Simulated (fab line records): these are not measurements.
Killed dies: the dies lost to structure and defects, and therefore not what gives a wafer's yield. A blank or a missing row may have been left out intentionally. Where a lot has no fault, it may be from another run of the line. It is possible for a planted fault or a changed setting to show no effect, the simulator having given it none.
The tool behind it: which one? | flow nand-harc | 14 lots with 42 wafers sampled at 6 steps, on a route of 1159 steps

## WHAT THE GAUGES READ, wafer by wafer
NHARC_A_CONTACT_INSPECT_71.
lot  | measured     | on                | raw-defect-count
L844 | day 16 23:04 | defect-inspect-02 | 17 9 18
L847 | day 17 02:20 | defect-inspect-01 | 27 20 27
L848 | day 17 02:45 | defect-inspect-01 | 20 23 16
L849 | day 17 21:35 | defect-inspect-01 | 8 17 13
L846 | day 17 21:50 | defect-inspect-02 | 24 13 25
L854 | day 18 08:01 | defect-inspect-01 | 34 26 18
L851 | day 18 08:13 | defect-inspect-01 | 28 20 25
L853 | day 18 23:13 | defect-inspect-02 | 29 25 27
L860 | day 20 15:53 | defect-inspect-02 | 1078 1138 1081
L862 | day 20 20:23 | defect-inspect-02 | 1085 1102 1130
L864 | day 21 17:35 | defect-inspect-02 | 33 34 38
L865 | day 21 21:13 | defect-inspect-02 | 11 11 13
L866 | day 22 02:18 | defect-inspect-02 | 15 16 18
L863 | day 22 04:04 | defect-inspect-02 | 54 66 41

NHARC_END_SORT_01.
lot  | measured     | on        | killed-at-array | killed-at-other | killed-at-periphery | killed-dies | killed-open | killed-short
L860 | day 24 01:56 | prober-01 | 111 121 125     | 1 1 1           | 4 8 4               | 116 130 130 | 3 2 4       | 0 0 1
L862 | day 24 09:38 | prober-02 | 115 111 125     | 0 0 0           | 4 0 2               | 119 111 127 | 5 3 3       | 4 0 2

## TOOL THAT RAN EACH LOT (tool first, then ch and the chambers of the sampled wafers, then the start)
lot  | NHARC_A_CONTACT_ETCH_123             | NHARC_A_CONTACT_DEP_57        | NHARC_A_CONTACT_ETCH_126             | NHARC_A_CONTACT_ETCH_127
L844 | har-cap-etch-02 ch 0,1, day 16 17:58 | acl-dep-02 ch 0, day 16 20:29 | har-cap-etch-03 ch 0,1, day 17 01:08 | har-cap-etch-03 ch 0,1, day 17 01:17
L847 | har-cap-etch-03 ch 0,1, day 16 21:13 | acl-dep-01 ch 0, day 16 23:44 | har-cap-etch-01 ch 0,1, day 17 04:09 | har-cap-etch-01 ch 0,1, day 17 04:17
L848 | har-cap-etch-01 ch 0,1, day 16 21:57 | acl-dep-02 ch 0, day 17 00:24 | har-cap-etch-02 ch 0,1, day 17 04:30 | har-cap-etch-02 ch 0,1, day 17 04:38
L849 | har-cap-etch-01 ch 0,1, day 17 16:58 | acl-dep-03 ch 0, day 17 18:49 | har-cap-etch-03 ch 1, day 17 23:08   | har-cap-etch-03 ch 1, day 17 23:16
L846 | har-cap-etch-02 ch 0,1, day 17 17:32 | acl-dep-02 ch 0, day 17 19:34 | har-cap-etch-01 ch 0,1, day 17 23:23 | har-cap-etch-01 ch 0,1, day 17 23:32
L854 | har-cap-etch-02 ch 0,1, day 18 03:40 | acl-dep-01 ch 0, day 18 06:16 | har-cap-etch-01 ch 0,1, day 18 09:35 | har-cap-etch-01 ch 0,1, day 18 09:43
L851 | har-cap-etch-03 ch 0,1, day 18 03:41 | acl-dep-02 ch 0, day 18 05:44 | har-cap-etch-02 ch 0,1, day 18 09:44 | har-cap-etch-02 ch 0,1, day 18 09:53
L853 | har-cap-etch-01 ch 0,1, day 18 18:52 | acl-dep-03 ch 0, day 18 20:41 | har-cap-etch-01 ch 0,1, day 19 00:46 | har-cap-etch-01 ch 0,1, day 19 00:54
L860 | har-cap-etch-02 ch 0,1, day 20 10:01 | acl-dep-02 ch 0, day 20 13:25 | har-cap-etch-01 ch 0,1, day 20 17:29 | har-cap-etch-01 ch 0,1, day 20 17:38
L862 | har-cap-etch-02 ch 0,1, day 20 15:24 | acl-dep-02 ch 0, day 20 17:48 | har-cap-etch-01 ch 0,1, day 20 21:56 | har-cap-etch-01 ch 0,1, day 20 22:05
L864 | har-cap-etch-03 ch 0,1, day 21 12:37 | acl-dep-01 ch 0, day 21 15:13 | har-cap-etch-01 ch 0,1, day 21 19:20 | har-cap-etch-01 ch 0,1, day 21 19:32
L865 | har-cap-etch-02 ch 0,1, day 21 16:50 | acl-dep-01 ch 0, day 21 19:13 | har-cap-etch-01 ch 0,1, day 21 22:56 | har-cap-etch-01 ch 0,1, day 21 23:08
L866 | har-cap-etch-03 ch 0,1, day 21 21:32 | acl-dep-01 ch 0, day 21 23:44 | har-cap-etch-03 ch 0,1, day 22 04:05 | har-cap-etch-03 ch 0,1, day 22 04:13
L863 | har-cap-etch-02 ch 0,1, day 21 22:02 | acl-dep-01 ch 0, day 22 01:26 | har-cap-etch-03 ch 1, day 22 05:43   | har-cap-etch-03 ch 1, day 22 05:52
- NHARC_A_CONTACT_ETCH_123: etches the open film in C4F8/O2/Ar, time 253 s, target depth 1090 nm.
- NHARC_A_CONTACT_DEP_57: deposits aC, target thk 2800 nm.
- NHARC_A_CONTACT_ETCH_126: etches the open film in C4F8/O2/Ar, time 155 s, target depth 956 nm.
- NHARC_A_CONTACT_ETCH_127: etches the open film in C4F8/O2/Ar, time 155 s, target depth 956 nm.

## AS READ BY THE TOOLS THEMSELVES (means over the sampled wafers that have a number; for cases with no such wafer, the mark the record gives instead)
NHARC_A_CONTACT_DEP_57.
lot  | tool       | throttle-valve-pct (%)
L844 | acl-dep-02 | 35.004
L847 | acl-dep-01 | 34.992
L848 | acl-dep-02 | 34.996
L849 | acl-dep-03 | 34.997
L846 | acl-dep-02 | 35.010
L854 | acl-dep-01 | 35.005
L851 | acl-dep-02 | 34.998
L853 | acl-dep-03 | 35.003
L860 | acl-dep-02 | 34.996
L862 | acl-dep-02 | 35.008
L864 | acl-dep-01 | 34.995
L865 | acl-dep-01 | 35.008
L866 | acl-dep-01 | 35.001
L863 | acl-dep-01 | 34.998

## THE ANSWER, worked out from the rows above alone
Rule: the lots themselves supply what counts as usual. The widest of any qualifying gaps counts: lots, ordered by their means at a reading, are off when they make up no more than a third of the lots, leave a main group of 4 or more, and stand apart from it by 3 or more times the standard deviation of that group's means. If all means in a main group match to the digits the tables above print for the reading, that group is not used. Also off: a lot with no number at a reading for which 4 or more lots have one. The other lots that the step has rows for count as sound. Order of review: gauges by route order, followed by the tools' own readings, for which a lot's mean as printed above is used. The first step at which some lot is off is used, and at that step the reading that is off furthest; a lot without a number counts as furthest.
Off at NHARC_A_CONTACT_INSPECT_71 (raw-defect-count): L860, L862. For the main group the mean is 24 and the standard deviation 11.
A tool fits if, at a process step before that reading, it ran every lot that is off, and no sound lot after the first of them. Those tools and the gauges at NHARC_A_CONTACT_INSPECT_71 are tried in the same way. One fits: acl-dep-02 at NHARC_A_CONTACT_DEP_57. Its last sound lot is L851 (day 18 05:44), its first lot that is off L860 (day 20 13:25): a fault that began between those two fits.

## WHAT WAS PUT IN BY THE SIMULATOR
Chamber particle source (acl-dep-02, NHARC_A_CONTACT_DEP_57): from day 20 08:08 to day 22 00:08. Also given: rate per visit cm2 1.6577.
Lots struck among those shown: L860, L862. This agrees with what the rule above found.
